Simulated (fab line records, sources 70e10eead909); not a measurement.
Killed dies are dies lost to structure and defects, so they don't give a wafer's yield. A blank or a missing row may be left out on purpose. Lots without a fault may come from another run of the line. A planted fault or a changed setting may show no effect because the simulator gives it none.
Chamber matching | flow nand_harc | NHARC_A_CONTACT_DEP_58 on pecvd-01: 3 sister chambers
The step deposits SiON, target thk 60 nm. 3 wafers are shown with their chamber, then 8 later ones without.

WAFERS WITH THEIR CHAMBER
wafer  | chamber | heater_power_outer_w (W)
L078.4 | 0       | 426
L085.4 | 2       | 469
L090.1 | 1       | 330

WAFERS WITHOUT THEIR CHAMBER
wafer  | heater_power_outer_w (W)
L090.2 | 486
L090.4 | 335
L094.3 | 510
L094.4 | 381
L094.6 | 519
L097.1 | 296
L097.3 | 512
L097.6 | 292

WHICH CHAMBER EACH WENT THROUGH
wafer  | from the rows above          | in truth
L090.2 | can't be placed: 2 or 0      | 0
L090.4 | 1                            | 1
L094.3 | can't be placed: 2 or 0      | 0
L094.4 | can't be placed: 0 or 1 or 2 | 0
L094.6 | can't be placed: 2 or 0      | 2
L097.1 | 1                            | 1
L097.3 | can't be placed: 2 or 0      | 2
L097.6 | 1                            | 1
Placed correctly: 3 of 8. Can't be placed from these rows: 5 (the true chamber is among the candidates in 5). Placed wrongly: 0.
How it was worked out, from the rows above alone: a wafer's distance from a chamber is the root of the sum, over the readings, of the square of ((its reading less the chamber's mean) divided by the reading's scatter). The wafer belongs to the nearest chamber; if the next one is less than 2 further off, it can't be placed. A chamber's mean is the mean of its shown wafers. The scatter: with one shown wafer a chamber, the root of the mean of the squares of how far each hidden wafer lies from its nearest shown one.
